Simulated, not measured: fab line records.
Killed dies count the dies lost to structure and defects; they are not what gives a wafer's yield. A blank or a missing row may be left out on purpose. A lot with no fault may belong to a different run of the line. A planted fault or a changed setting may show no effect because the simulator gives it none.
fab line records	flow nandHarc	part 1 of 2: steps 1 to 15 of 24
record: lots: 5	wafers: 15	lastDay: 30
route steps=1302 shown A_CHANNEL_HOLE_D2@588 A_CHANNEL_FILL_D2@610
lots with no fault: from the same line, run without faults
startH: hours from the record's opening day to when the first of the lot's shown wafers began	waitH: hours since the lot's step before	" the same as in the row above	L1.1+2: one row covering several wafers at once	- value missing, or start not given	* or withheld: withheld	< > ~ a bound
route shown NAME@n: a module of which the file shows steps, and the number in the route of the first	usual: mean and standard deviation over wafers with no fault	same: alike in all rows	chamber/n: place in a boat	sites: readings site by site	_std_site: the values' standard deviation	_edge_site: outer sites' mean less inner sites'	radiusMm: how far each site lies from the wafer's centre	mask NAME#n: copy n	behind: the most recent tool/chamber to have shaped the wafer	hold: cause of the lot's hold/its duration in hours/its outcome	device: transistor that didn't switch, given as n, p or np	end of line: tests run on the same wafers once the route is complete	step lacking rows: just its recipe	killed: the dies lost at the first sort to structure and to defects; this is not the yield of the wafer	map: per-die view of a wafer (x killed, . not killed, _ where there is no die)
set.NAME: the setting that was run; set.NAME@STEP: the one run at that earlier step	model.NAME: the simulator's own value behind a step, which no gauge read
a table for each step, a row for each wafer; lots at some steps of the route
services: when a tool's chamber went out of use (startH, in hours from the record's first day, below 0 if earlier), for how many hours, and the reason
== steps ==
step: NHARC_A_CHANNEL_HOLE_D2_ETCH_34
recipe: targetDepthA: 1540	timeS: 77	cf4FlowSccm: 100	chf3FlowSccm: 30	arFlowSccm: 0	rfW: 500	biasW: 200	chemistry: CF4/CHF3
usual: chamberPressureMTorr: 24.998/0.022	chf3FlowSccm: 29.98/0.093	drypumpMotorCurrentA: 5.6/0.44	oesProductAu: 0.961/0.019	rfVppV: 371.8/2.1	showerheadPlenumPTorr: 1.61/0.057	throttleValvePct: 16.803/0.0092
same: timeS: 77
lot.wafer	tool	chamber	startH	waitH	chamberPressureMTorr	chf3FlowSccm	drypumpMotorCurrentA	oesProductAu	rfHoursCounterH	rfVppV	showerheadPlenumPTorr	throttleValvePct
L075.1	rieDiel-11	2	-	-	25.015	29.92	6.1	0.933	2	374.3	1.67	16.812
L075.2	"	3	"	"	24.998	30.02	5.6	0.946	2	375.2	1.68	16.801
L075.5	"	2	"	"	24.991	29.97	6.1	0.935	-	375.7	1.67	16.809
L079.1	rieDiel-06	0	-	-	24.998	29.90	5.2	0.963	3	372.4	1.63	16.796
L079.3	"	1	"	"	24.987	29.92	5.5	0.947	2	372.6	1.65	16.794
L079.6	"	0	"	"	24.995	29.96	5.2	0.969	-	373.9	1.63	16.803
L082.3	rieDiel-11	3	-	-	25.040	30.09	5.6	0.975	7	374.7	1.68	16.790
L082.4	"	0	"	"	24.981	29.90	5.5	0.969	6	373.4	1.62	16.810
L082.5	"	0	"	"	24.961	29.88	5.5	0.970	-	370.5	1.62	16.808
L086.1	rieDiel-11	0	-	-	25.028	30.15	5.5	0.947	8	372.6	1.62	16.802
L086.4	"	1	"	"	25.016	30.03	4.7	0.960	8	370.1	1.56	16.804
L086.6	"	3	"	"	24.952	30.05	5.6	0.976	-	373.4	1.68	16.808
L089.4	rieDiel-11	3	-	-	25.010	29.91	5.7	0.934	11	372.9	1.68	16.799
L089.2	"	1	"	"	25.009	30.00	4.7	0.910	9	372.2	1.56	16.818
L089.3	"	2	"	"	24.986	30.04	6.1	0.943	11	372.5	1.67	16.811
step: NHARC_A_CHANNEL_HOLE_D2_ETCH_16
recipe: targetDepthA: 31000	overEtchFrac: 0.3	timeS: 806	ionEnergyEv: 150	o2FlowSccm: 400	cosFlowSccm: 20	arFlowSccm: 0	rfW: 500	biasW: 300	chemistry: O2/COS
usual: chamberPressureMTorr: 20.001/0.017	drypumpMotorCurrentA: 5.7/0.46	oesProductAu: 1.002/0.012	rfVppV: 315.2/1.8	showerheadPlenumPTorr: 3.20/0.11	throttleValvePct: 28.329/0.0092
same: timeS: 806
lot.wafer	tool	chamber	startH	waitH	chamberPressureMTorr	drypumpMotorCurrentA	oesProductAu	rfHoursCounterH	rfVppV	showerheadPlenumPTorr	throttleValvePct
L075.1	rieDiel-11	3	-	-	20.000	5.6	1.029	2	317.7	3.33	28.338
L075.2	"	1	"	"	20.041	4.7	0.991	2	314.8	3.09	28.319
L075.5	"	3	"	"	19.997	5.7	1.014	-	317.2	3.33	28.317
L079.1	rieDiel-06	0	-	-	19.984	5.3	0.995	3	316.9	3.24	28.337
L079.3	"	1	"	"	19.999	5.5	0.983	3	316.6	3.26	28.329
L079.6	"	0	"	"	19.991	5.3	1.017	-	317.8	3.24	28.321
L082.3	rieDiel-11	1	-	-	20.030	4.7	1.002	6	315.5	3.09	28.345
L082.4	"	0	"	"	19.983	5.5	1.004	6	315.8	3.20	28.328
L082.5	"	2	"	"	20.011	6.1	1.025	-	317.9	3.31	28.344
L086.1	rieDiel-11	3	-	-	19.992	5.6	1.006	9	317.4	3.33	28.320
L086.4	"	0	"	"	19.991	5.5	0.988	8	316.8	3.20	28.332
L086.6	"	3	"	"	20.014	5.6	1.016	-	315.3	3.33	28.315
L089.3	rieDiel-11	0	-	-	19.988	5.5	0.993	9	315.9	3.20	28.336
L089.4	"	1	"	"	20.009	4.7	0.994	9	312.3	3.09	28.324
L089.2	"	3	"	"	19.976	5.7	1.014	11	318.1	3.33	28.300
step: NHARC_A_CHANNEL_HOLE_D2_CD_MEAS_18
usual: cdNm: 98.9/2.3
lot.wafer	tool	chamber	startH	waitH	cdNm
L075.1	cdSem-02	-	293.27	-	97.8
L075.2	"	-	"	"	96.3
L075.5	"	-	"	"	94.1
L079.1	cdSem-02	-	359.65	-	97.9
L079.3	"	-	"	"	96.3
L079.6	"	-	"	"	99.7
L082.3	cdSem-01	-	384.65	-	96.1
L082.4	"	-	"	"	101.7
L082.5	"	-	"	"	98.9
L086.1	cdSem-01	-	406.96	-	101.4
L086.4	"	-	"	"	102.3
L086.6	"	-	"	"	99.9
L089.2	cdSem-03	-	429.87	-	99.6
L089.3	"	-	"	"	97.9
L089.4	"	-	"	"	94.5
step: NHARC_A_CHANNEL_HOLE_D2_ETCH_19
recipe: biasV: 1200	sourceW: 2500	pressureMtorr: 15	timeS: 34.5	arFlowSccm: 375	c4f8FlowSccm: 28.8	o2FlowSccm: 96.2	tempC: -20	targetDepthA: *	chemistry: C4F8/O2/Ar
usual: chamberPressureMTorr: 15.002/0.013	drypumpMotorCurrentA: 5.5/0.49	showerheadPlenumPTorr: 3.69/0.14	throttleValvePct: 37.038/0.0097
same: timeS: 34.5
lot.wafer	tool	chamber	startH	waitH	chamberPressureMTorr	drypumpMotorCurrentA	rfHoursCounterH	showerheadPlenumPTorr	throttleValvePct
L075.1	harEtch-01	1	293.36	0.1	15.011	5.8	157	3.62	37.025
L075.2	"	0	"	"	14.987	6.0	157	3.74	37.067
L075.5	"	1	"	"	15.002	5.8	-	3.62	37.032
L079.1	harEtch-02	0	363.55	3.9	15.010	5.0	381	3.76	37.020
L079.3	"	0	"	"	15.007	5.0	-	3.76	37.035
L079.6	"	1	"	"	15.002	4.9	-	3.45	37.006
L082.3	harEtch-01	0	391.91	7.3	14.984	6.0	-	3.71	37.046
L082.4	"	1	"	"	14.994	5.8	-	3.58	37.039
L082.5	"	1	"	"	15.007	5.9	-	3.58	37.038
L086.1	harEtch-01	0	408.17	1.2	15.003	6.0	233	3.70	37.034
L086.4	"	1	"	"	15.011	5.9	-	3.58	37.044
L086.6	"	0	"	"	15.005	6.0	-	3.70	37.037
L089.2	harEtch-02	1	429.96	0.1	15.005	4.8	23	3.97	37.043
L089.3	"	0	"	"	15.008	5.0	-	3.74	37.042
L089.4	"	1	"	"	14.999	4.9	-	3.97	37.069
step: NHARC_A_CHANNEL_HOLE_D2_ETCH_20
recipe: biasV: 3000	sourceW: withheld	pressureMtorr: 20	timeS: 361.9	arFlowSccm: 375	c4f8FlowSccm: 89.3	o2FlowSccm: 35.7	tempC: -20	targetDepthA: 16000	chemistry: C4F8/O2/Ar
usual: chamberPressureMTorr: 19.999/0.018	drypumpMotorCurrentA: 5.5/0.49	showerheadPlenumPTorr: 3.65/0.13	throttleValvePct: 32.154/0.0095
same: timeS: 361.9
lot.wafer	tool	chamber	startH	waitH	chamberPressureMTorr	drypumpMotorCurrentA	rfHoursCounterH	showerheadPlenumPTorr	throttleValvePct
L075.1	harEtch-01	1	293.47	0.1	19.993	5.8	157	3.58	32.152
L075.2	"	0	"	"	20.026	6.0	157	3.70	32.168
L075.5	"	1	"	"	20.015	5.8	-	3.58	32.142
L079.1	harEtch-02	0	363.66	0.1	19.960	5.0	382	3.72	32.141
L079.3	"	0	"	"	20.006	5.0	-	3.72	32.143
L079.6	"	1	"	"	19.958	4.9	-	3.42	32.146
L082.3	harEtch-01	0	392.09	0.2	20.011	6.0	-	3.67	32.165
L082.4	"	1	"	"	19.981	5.9	-	3.55	32.171
L082.5	"	1	"	"	19.994	5.9	-	3.55	32.144
L086.1	harEtch-01	0	408.29	0.1	20.015	6.0	233	3.66	32.146
L086.4	"	1	"	"	19.989	5.8	-	3.54	32.163
L086.6	"	0	"	"	20.018	6.0	-	3.66	32.155
L089.2	harEtch-02	1	430.11	0.1	20.020	4.9	23	3.92	32.145
L089.3	"	0	"	"	19.972	5.0	-	3.70	32.154
L089.4	"	1	"	"	19.990	4.9	-	3.92	32.167
step: NHARC_A_CHANNEL_HOLE_D2_ETCH_21
recipe: biasV: 3000	sourceW: withheld	pressureMtorr: 20	timeS: 514.3	arFlowSccm: 375	c4f8FlowSccm: 89.3	o2FlowSccm: 35.7	tempC: -20	targetDepthA: 16000	chemistry: C4F8/O2/Ar
usual: chamberPressureMTorr: 20.001/0.017	drypumpMotorCurrentA: 5.5/0.5	showerheadPlenumPTorr: 3.65/0.13	throttleValvePct: 32.153/0.0084
same: timeS: 514.3
lot.wafer	tool	chamber	startH	waitH	chamberPressureMTorr	drypumpMotorCurrentA	rfHoursCounterH	showerheadPlenumPTorr	throttleValvePct
L075.1	harEtch-01	1	293.79	0.3	19.971	5.9	157	3.58	32.163
L075.2	"	0	"	"	20.008	6.0	157	3.70	32.144
L075.5	"	1	"	"	20.003	5.9	-	3.58	32.146
L079.1	harEtch-02	0	363.97	0.3	20.026	5.0	382	3.72	32.158
L079.3	"	0	"	"	19.991	5.0	-	3.72	32.150
L079.6	"	1	"	"	20.009	4.8	-	3.42	32.152
L082.3	harEtch-01	0	392.45	0.3	19.991	6.0	-	3.67	32.152
L082.4	"	1	"	"	20.019	5.8	-	3.55	32.154
L082.5	"	1	"	"	20.016	5.8	-	3.55	32.149
L086.1	harEtch-01	0	408.61	0.3	20.038	6.0	233	3.66	32.158
L086.4	"	1	"	"	20.012	5.8	-	3.54	32.152
L086.6	"	0	"	"	20.018	6.0	-	3.66	32.146
L089.2	harEtch-02	1	430.44	0.3	20.000	4.8	23	3.92	32.155
L089.3	"	0	"	"	19.969	5.0	-	3.70	32.146
L089.4	"	1	"	"	20.019	4.8	-	3.92	32.168
step: NHARC_A_CHANNEL_HOLE_D2_ETCH_22
recipe: biasV: 3000	sourceW: withheld	pressureMtorr: 20	timeS: 666.7	arFlowSccm: 375	c4f8FlowSccm: 89.3	o2FlowSccm: 35.7	tempC: -20	targetDepthA: 16000	chemistry: C4F8/O2/Ar
usual: chamberPressureMTorr: 20.001/0.02	drypumpMotorCurrentA: 5.5/0.5	showerheadPlenumPTorr: 3.65/0.13	throttleValvePct: 32.154/0.009
same: timeS: 666.7
lot.wafer	tool	chamber	startH	waitH	chamberPressureMTorr	drypumpMotorCurrentA	rfHoursCounterH	showerheadPlenumPTorr	throttleValvePct
L075.1	harEtch-01	1	294.24	0.4	20.003	5.9	158	3.58	32.145
L075.2	"	0	"	"	20.000	6.0	158	3.70	32.161
L075.5	"	1	"	"	20.005	5.8	-	3.58	32.169
L079.1	harEtch-02	0	364.42	0.4	19.941	5.0	382	3.72	32.156
L079.3	"	0	"	"	19.977	5.0	-	3.72	32.140
L079.6	"	1	"	"	19.999	4.9	-	3.42	32.159
L082.3	harEtch-01	0	392.93	0.4	19.997	6.0	-	3.67	32.134
L082.4	"	1	"	"	20.047	5.8	-	3.55	32.146
L082.5	"	1	"	"	19.995	5.8	-	3.55	32.158
L086.1	harEtch-01	0	409.04	0.4	19.991	6.0	234	3.66	32.161
L086.4	"	1	"	"	19.996	5.8	-	3.54	32.152
L086.6	"	0	"	"	19.963	6.0	-	3.66	32.168
L089.2	harEtch-02	1	430.91	0.4	19.961	4.9	23	3.92	32.162
L089.3	"	0	"	"	19.990	5.0	-	3.70	32.162
L089.4	"	1	"	"	19.982	4.8	-	3.92	32.143
step: NHARC_A_CHANNEL_HOLE_D2_ETCH_23
recipe: biasV: 5000	sourceW: withheld	pressureMtorr: 20	timeS: 819	arFlowSccm: 375	c4f8FlowSccm: 89.3	o2FlowSccm: 35.7	tempC: -20	targetDepthA: 16000	chemistry: C4F8/O2/Ar
usual: chamberPressureMTorr: 20.001/0.016	drypumpMotorCurrentA: 5.5/0.5	showerheadPlenumPTorr: 3.65/0.13	throttleValvePct: 32.155/0.0082
same: timeS: 819
lot.wafer	tool	chamber	startH	waitH	chamberPressureMTorr	drypumpMotorCurrentA	rfHoursCounterH	showerheadPlenumPTorr	throttleValvePct
L075.1	harEtch-01	1	294.81	0.5	20.003	5.9	158	3.58	32.151
L075.2	"	0	"	"	20.003	6.0	158	3.70	32.157
L075.5	"	1	"	"	19.989	5.8	-	3.58	32.153
L079.1	harEtch-02	0	364.99	0.5	19.983	5.0	383	3.72	32.154
L079.3	"	0	"	"	19.992	5.0	-	3.72	32.161
L079.6	"	1	"	"	20.008	4.9	-	3.42	32.141
L082.3	harEtch-01	0	393.54	0.5	20.001	6.0	-	3.66	32.150
L082.4	"	1	"	"	19.986	5.8	-	3.55	32.157
L082.5	"	1	"	"	20.002	5.9	-	3.55	32.156
L086.1	harEtch-01	0	409.61	0.5	20.000	6.0	234	3.66	32.150
L086.4	"	1	"	"	19.988	5.9	-	3.54	32.155
L086.6	"	0	"	"	19.986	6.0	-	3.66	32.154
L089.2	harEtch-02	1	431.50	0.5	20.029	4.8	24	3.92	32.154
L089.3	"	0	"	"	19.994	5.1	-	3.70	32.168
L089.4	"	1	"	"	19.964	4.8	-	3.92	32.153
step: NHARC_A_CHANNEL_HOLE_D2_ETCH_24
recipe: biasV: 5000	sourceW: withheld	pressureMtorr: 20	timeS: 906.2	arFlowSccm: 375	c4f8FlowSccm: 93.8	o2FlowSccm: 31.2	tempC: -20	targetDepthA: 15000	chemistry: C4F8/O2/Ar
usual: chamberPressureMTorr: 20.000/0.019	drypumpMotorCurrentA: 5.5/0.5	showerheadPlenumPTorr: 3.64/0.13	throttleValvePct: 32.235/0.0094
same: timeS: 906.2
lot.wafer	tool	chamber	startH	waitH	chamberPressureMTorr	drypumpMotorCurrentA	rfHoursCounterH	showerheadPlenumPTorr	throttleValvePct
L075.1	harEtch-01	1	295.50	0.6	20.034	5.9	159	3.57	32.251
L075.2	"	0	"	"	19.997	6.0	159	3.69	32.235
L075.5	"	1	"	"	19.966	5.9	-	3.57	32.247
L079.1	harEtch-02	0	365.69	0.6	20.008	5.0	384	3.71	32.221
L079.3	"	0	"	"	20.027	5.0	-	3.71	32.239
L079.6	"	1	"	"	19.965	4.9	-	3.41	32.228
L082.3	harEtch-01	0	394.26	0.6	19.977	6.0	-	3.66	32.244
L082.4	"	1	"	"	20.017	5.9	-	3.54	32.230
L082.5	"	1	"	"	20.016	5.9	-	3.54	32.230
L086.1	harEtch-01	0	410.30	0.6	19.979	6.0	235	3.65	32.233
L086.4	"	1	"	"	20.023	5.9	-	3.53	32.243
L086.6	"	0	"	"	20.007	6.1	-	3.65	32.239
L089.2	harEtch-02	1	432.21	0.6	20.011	4.9	25	3.91	32.251
L089.3	"	0	"	"	20.015	5.0	-	3.69	32.240
L089.4	"	1	"	"	19.990	4.9	-	3.91	32.229
step: NHARC_A_CHANNEL_HOLE_D2_ETCH_25
recipe: biasV: 5000	sourceW: withheld	pressureMtorr: 20	timeS: 1040.2	arFlowSccm: 375	c4f8FlowSccm: 93.8	o2FlowSccm: 31.2	tempC: -20	targetDepthA: 15000	chemistry: C4F8/O2/Ar
usual: chamberPressureMTorr: 19.999/0.018	drypumpMotorCurrentA: 5.5/0.5	showerheadPlenumPTorr: 3.64/0.13	throttleValvePct: 32.235/0.0091
same: timeS: 1040.2
lot.wafer	tool	chamber	startH	waitH	chamberPressureMTorr	drypumpMotorCurrentA	rfHoursCounterH	showerheadPlenumPTorr	throttleValvePct
L075.1	harEtch-01	1	296.27	0.6	20.030	5.8	160	3.57	32.236
L075.2	"	0	"	"	20.012	6.0	160	3.69	32.236
L075.5	"	1	"	"	19.992	5.8	-	3.57	32.233
L079.1	harEtch-02	0	366.45	0.6	19.991	5.0	384	3.71	32.239
L079.3	"	0	"	"	19.991	5.0	-	3.71	32.237
L079.6	"	1	"	"	20.013	4.9	-	3.41	32.231
L082.3	harEtch-01	0	395.07	0.7	20.013	6.0	-	3.66	32.237
L082.4	"	1	"	"	19.987	5.8	-	3.54	32.220
L082.5	"	1	"	"	19.976	5.8	-	3.54	32.243
L086.1	harEtch-01	0	411.07	0.6	19.987	6.0	236	3.65	32.239
L086.4	"	1	"	"	19.962	5.8	-	3.53	32.247
L086.6	"	0	"	"	20.022	6.0	-	3.65	32.234
L089.2	harEtch-02	1	433.00	0.7	19.972	4.9	26	3.91	32.244
L089.3	"	0	"	"	20.010	5.0	-	3.69	32.241
L089.4	"	1	"	"	20.005	4.8	-	3.91	32.238
step: NHARC_A_CHANNEL_HOLE_D2_ETCH_26
recipe: biasV: 300	sourceW: 2000	pressureMtorr: 30	timeS: 224.1	arFlowSccm: 375	c4f8FlowSccm: 11.4	o2FlowSccm: 113.6	tempC: -20	targetDepthA: 3000	chemistry: C4F8/O2/Ar
usual: chamberPressureMTorr: 30.003/0.028	drypumpMotorCurrentA: 5.5/0.49	showerheadPlenumPTorr: 3.69/0.14	throttleValvePct: 24.585/0.0093
same: timeS: 224.1
lot.wafer	tool	chamber	startH	waitH	chamberPressureMTorr	drypumpMotorCurrentA	rfHoursCounterH	showerheadPlenumPTorr	throttleValvePct
L075.1	harEtch-01	1	297.15	0.7	30.039	5.9	160	3.62	24.578
L075.2	"	0	"	"	29.998	6.0	160	3.74	24.590
L075.5	"	1	"	"	30.055	5.9	-	3.62	24.581
L079.1	harEtch-02	0	367.32	0.7	29.993	5.0	385	3.76	24.587
L079.3	"	0	"	"	30.014	5.0	-	3.76	24.606
L079.6	"	1	"	"	29.970	4.9	-	3.45	24.590
L082.3	harEtch-01	0	395.72	0.5	29.946	6.0	-	3.71	24.578
L082.4	"	1	"	"	30.008	5.9	-	3.58	24.577
L082.5	"	1	"	"	30.052	5.8	-	3.58	24.584
L086.1	harEtch-01	0	411.95	0.7	29.950	6.0	237	3.70	24.583
L086.4	"	1	"	"	30.002	5.9	-	3.57	24.583
L086.6	"	0	"	"	30.010	6.0	-	3.70	24.591
L089.2	harEtch-02	1	433.76	0.6	29.997	4.9	26	3.98	24.570
L089.3	"	0	"	"	29.963	5.0	-	3.74	24.580
L089.4	"	1	"	"	30.014	4.8	-	3.98	24.591
step: NHARC_A_CHANNEL_HOLE_D2_ETCH_27
recipe: biasV: 400	sourceW: 2000	pressureMtorr: 25	timeS: 90	arFlowSccm: 375	c4f8FlowSccm: 41.7	o2FlowSccm: 83.3	tempC: -20	targetDepthA: 4000	chemistry: C4F8/O2/Ar
usual: chamberPressureMTorr: 24.998/0.022	drypumpMotorCurrentA: 5.5/0.5	showerheadPlenumPTorr: 3.68/0.14	throttleValvePct: 27.618/0.0088
same: timeS: 90
lot.wafer	tool	chamber	startH	waitH	chamberPressureMTorr	drypumpMotorCurrentA	rfHoursCounterH	showerheadPlenumPTorr	throttleValvePct
L075.1	harEtch-01	1	297.35	0.2	25.043	5.9	161	3.61	27.605
L075.2	"	0	"	"	25.020	6.0	161	3.74	27.620
L075.5	"	1	"	"	24.999	5.9	-	3.61	27.605
L079.1	harEtch-02	0	367.52	0.2	24.982	5.0	385	3.76	27.634
L079.3	"	0	"	"	25.043	5.0	-	3.76	27.617
L079.6	"	1	"	"	24.962	4.8	-	3.45	27.622
L082.3	harEtch-01	0	395.92	0.2	25.022	6.0	-	3.70	27.617
L082.4	"	1	"	"	24.984	5.9	-	3.58	27.615
L082.5	"	1	"	"	25.015	5.8	-	3.58	27.613
L086.1	harEtch-01	0	412.15	0.2	24.977	6.0	237	3.69	27.615
L086.4	"	1	"	"	24.988	5.9	-	3.57	27.630
L086.6	"	0	"	"	25.039	6.0	-	3.69	27.616
L089.2	harEtch-02	1	433.96	0.2	25.001	4.9	26	3.97	27.629
L089.3	"	0	"	"	24.983	5.0	-	3.74	27.601
L089.4	"	1	"	"	24.992	4.8	-	3.97	27.622
step: NHARC_A_CHANNEL_HOLE_D2_STRIP_41
recipe: n2FlowSccm: 150	h2FlowSccm: 150	arFlowSccm: 0	biasW: 0	chemistry: N2/H2
lot.wafer	tool	chamber	startH	waitH
L075.1+2+5	rieDiel-11	2,0,1	297.89	0.5
L079.3+1+6	rieDiel-11	2,3,2	368.04	0.4
L082.4+3+5	rieDiel-11	0,1,0	396.38	0.4
L086.4+1+6	rieDiel-11	3,0,0	412.68	0.4
L089.4+3+2	rieDiel-06	3,0,1	434.47	0.4
step: NHARC_A_CHANNEL_HOLE_D2_STRIP_42
recipe: cf4FlowSccm: 100	chf3FlowSccm: 30	arFlowSccm: 0	biasW: 0	chemistry: CF4/CHF3
lot.wafer	tool	chamber	startH	waitH
L075.1+2+5	rieDiel-11	1,0,1	297.97	0.1
L079.1+3+6	rieDiel-11	0,2,0	368.14	0.1
L082.4+3+5	rieDiel-11	0,2,0	396.48	0.1
L086.4+1+6	rieDiel-11	0,1,2	412.78	0.1
L089.3+2+4	rieDiel-06	0,1,3	434.56	0.1
step: NHARC_A_CHANNEL_HOLE_D2_STRIP_43
recipe: o2FlowSccm: 400	cosFlowSccm: 20	arFlowSccm: 0	biasW: 0	chemistry: O2/COS
lot.wafer	tool	chamber	startH	waitH
L075.2+1+5	rieDiel-11	3,2,3	298.03	0.0
L079.1+3+6	rieDiel-11	0,1,3	368.21	0.1
L082.4+3+5	rieDiel-11	1,2,3	396.54	0.1
L086.1+4+6	rieDiel-11	2,3,3	412.83	0.0
L089.3+2+4	rieDiel-06	2,0,1	434.62	0.1
